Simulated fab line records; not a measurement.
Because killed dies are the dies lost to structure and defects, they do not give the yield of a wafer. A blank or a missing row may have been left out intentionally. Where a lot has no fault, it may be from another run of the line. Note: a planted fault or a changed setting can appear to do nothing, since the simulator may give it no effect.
Problem report in the 8D (eight disciplines) form, filled by code / flow n5Finfet / the parts of the form that need people (team, actions taken, sign-off) are left out

1. WHAT WENT WRONG
Mean of platenRpm at N5_BEOL_M5_CMP_52: 48.02 rpm across 6 wafers in 2 lots; on wafers with no fault it is 50.00 rpm (standard deviation 0.037). That puts it -54 standard deviations away from the usual mean.
The step: polishes, stops on SiCOH lowk, t overpolish 6.9 s, target thk 62 nm.
First observed at day 13 21:59: wafer L246.4, on cmp-04. The record holds 33 wafers of 11 lots with a number at this step. Rule for "out", or "out of limits": more than 4 standard deviations from the usual mean. Any other wafer with a number is counted as sound.

2. WHAT THIS IS AND IS NOT
question=which readings at this step | is=platenRpm | is not=motorCurrentA, overpolishRunS, timeToEndpointS
question=which lots | is=L246, L247 | is not=L228, L229, L230, L231, L232, L233, L237, L249, L250
question=which wafers of those lots | is=all that have a number | is not=-
question=read on which tools | is=cmp-04 | is not=cmp-01, cmp-03
question=when | is=from day 13 21:59 | is not=up to then (21 sound wafers); but 6 sound wafers of L249, L250 came after

3. THE SUSPECTS, EACH WITH WHAT RULES IT OUT
Counting: a tool at a process step up to the reading stays a suspect if it ran every lot that is out and no sound lot after the first of them.
- cmp-04 at N5_BEOL_M5_CMP_52 (polishes, stops on SiCOH lowk, t overpolish 6.9 s, target thk 62 nm): kept. Every lot that is out went through it, starting with L246 (day 13 21:59), and after that it ran no sound lot; the last sound lot it ran before then is L231 (day 9 20:44). On those wafers its own readings are out: platenRpm.
After counting, what remains is cmp-04 at N5_BEOL_M5_CMP_52.

4. THE CAUSE (what the simulator had put in)
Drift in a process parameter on cmp-04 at N5_BEOL_M5_CMP_52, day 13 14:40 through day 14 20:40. The setting platenRpm was moved by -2, starting from 50. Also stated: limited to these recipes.
This tool alone remained once counting was done.

5. THE EFFECT CHAIN, in route order
Each row: a reading where the mean over the struck wafers with a number is more than 3 standard deviations away from the usual. Only readings for which the record gives a usual standard deviation are gone through. hours: the time from each lot's start at the first step in this table that gives one to its start at this step, as a median over the lots. sigmas: the change in usual standard deviations.
hours=0; step=N5_BEOL_M5_CMP_52; reading=platenRpm; usual=50.00 rpm; on struck wafers=48.02; change=-1.98; sigmas=-54
Process steps it contains:
- N5_BEOL_M5_CMP_52: polishes, stops on SiCOH lowk, t overpolish 6.9 s, target thk 62 nm.

6. HOW IT WOULD HAVE BEEN CAUGHT EARLIER
In this record the first reading out of limits was taken at day 13 21:59, 7 hours after the fault began at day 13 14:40.
